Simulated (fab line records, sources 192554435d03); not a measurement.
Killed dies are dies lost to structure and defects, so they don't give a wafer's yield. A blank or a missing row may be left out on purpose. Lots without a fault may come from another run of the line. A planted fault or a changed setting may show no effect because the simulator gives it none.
Split-lot experiment | flow n5_finfet | 7 lots, 21 wafers read, on a route of 1938 steps

THE SPLIT
At N5_SD_EPI_N_ETCH_35 (etches SOC in N2/H2, overetch 108 nm, time 486 s), the setting time_s was moved away from the recipe's 486 s on 8 of the 21 wafers read, by -14.8% to +17.6%. The other wafers ran this setting at the recipe's value.

FROM THE SPLIT TO THE READING: what the file shows between them, 3 steps
- N5_SD_EPI_N_STRIP_36: strips in N2/H2
- N5_SD_EPI_N_ETCHBACK_44: etches SiNx in CH3F/O2, stops on SiO2, target depth 14.5 nm
- N5_SD_EPI_N_ETCH_45: etches SiOCN in CH3F/O2, target depth 6 nm

THE READING
SiARC_of_SD_EPI_N_COAT_33.thk_nm (the simulator's own value, which no gauge read), in nm, at N5_SD_EPI_N_ETCH_16 (etches SiO2 in CHF3/O2, target depth 5 nm). The file gives no usual value for it. The 13 wafers here that ran the recipe average 12.3 nm, standard deviation 0.47 nm.

wafer  | tool, chamber at the split | time_s as run, s | against the recipe | SiARC_of_SD_EPI_N_COAT_33.thk_nm, nm | against lot-mates on the recipe
L074.2 | rie_diel-03, 2,0           | 417.5            | -14.1%             | 15.2                                 | no lot-mate on the recipe
L074.3 | rie_diel-03, 2,0           | 417.5            | -14.1%             | 15                                   | no lot-mate on the recipe
L074.6 | rie_diel-03, 1             | 417.5            | -14.1%             | 14.2                                 | no lot-mate on the recipe
L075.1 | rie_diel-03, 3             | 486              | recipe             | 12.4                                 | -
L075.4 | rie_diel-03, 1             | 486              | recipe             | 11.8                                 | -
L075.6 | rie_diel-03, 3             | 486              | recipe             | 12.2                                 | -
L086.3 | rie_diel-01, 0             | 486              | recipe             | 13                                   | -
L086.6 | rie_diel-01, 0             | 486              | recipe             | 13                                   | -
L086.5 | rie_diel-01, 1             | 486              | recipe             | 12                                   | -
L088.2 | rie_diel-03, 3,1           | 486              | recipe             | 12.4                                 | -
L088.3 | rie_diel-03, 1             | 486              | recipe             | 12.4                                 | -
L088.6 | rie_diel-03, 3,1           | 486              | recipe             | 12.4                                 | -
L089.1 | rie_diel-06, 0             | 486              | recipe             | 12.8                                 | -
L089.4 | rie_diel-06, 3             | 486              | recipe             | 11.8                                 | -
L089.6 | rie_diel-06, 0             | 571.5            | +17.6%             | 10.2                                 | -2.1
L095.1 | rie_diel-03, 3             | 486              | recipe             | 11.4                                 | -
L095.3 | rie_diel-03, 2             | 414.2            | -14.8%             | 15.4                                 | +4.0
L095.4 | rie_diel-03, 1             | 414.2            | -14.8%             | 14.4                                 | +3.0
L096.1 | rie_diel-06, 2             | 555.4            | +14.3%             | 10.2                                 | -2.6
L096.2 | rie_diel-06, 1             | 555.4            | +14.3%             | 9.8                                  | -3.0
L096.6 | rie_diel-06, 0             | 486              | recipe             | 12.8                                 | -
Where a row lists several chambers, the file gives one row for several wafers and doesn't say which wafer went through which chamber.

THE FIT
A straight line over all 21 wafers: SiARC_of_SD_EPI_N_COAT_33.thk_nm changes by -0.161 nm for each +1% of time_s; r = -0.95; the points scatter about the line by 0.49 nm.
The same after taking each lot's own level away (the mean of its wafers on the recipe; 18 wafers): -0.193 nm for each +1%; r = -0.95; scatter 0.51 nm.
On that fit, the largest move of time_s shifts the reading by 3.4 nm.
The lots' own levels span 11.40 to 12.80 nm, that is 3.0 times the standard deviation above.
So the lot-to-lot level changes the slope: the two fits differ.
Check: with one of the wafers moved furthest among these (+17.6%) left out of the fit, the line predicts -3.75 nm for it against its lot-mates. It came out at -2.1 nm against them.

OTHER SPLITS ON THESE WAFERS
These wafers also went through other splits before the reading. Each is held against what the fit with the lots' levels taken away leaves over:
other split on the same wafers            | wafers away from the commonest value | r with SiARC_of_SD_EPI_N_COAT_33.thk_nm (lot level and that fit taken away)
N5_PMOS_HMC_CHANNEL_EPI_PEB_07 peb_time_s | 7                                    | +0.42
N5_PMOS_HMC_CHANNEL_EPI_DESCUM_14 time_s  | 10                                   | -0.32
N5_FIN_CUT_EXPOSE_05 dose_mj              | 10                                   | +0.26
N5_DUMMY_GATE_COAT_28 spin_rpm            | 4                                    | +0.06

THE WHOLE CHAIN: every reading that the file lists as answering this split, in the file's order
step                | what it does                                     | reading                                                                           | change (the file's fit)               | r (the file's)
N5_SD_EPI_N_ETCH_35 | etches SOC in N2/H2, overetch 108 nm, time 486 s | SiARC_of_SD_EPI_N_COAT_33.thk_nm (the simulator's own value, which no gauge read) | -0.168 nm for each +1% of the setting | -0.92
N5_SD_EPI_N_ETCH_16 | etches SiO2 in CHF3/O2, target depth 5 nm        | SiARC_of_SD_EPI_N_COAT_33.thk_nm (the simulator's own value, which no gauge read) | -0.176 nm for each +1% of the setting | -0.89

THE FILE'S OWN FIT
SiARC_of_SD_EPI_N_COAT_33.thk_nm changes by -0.176 nm for each +1% of time_s, r = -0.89.
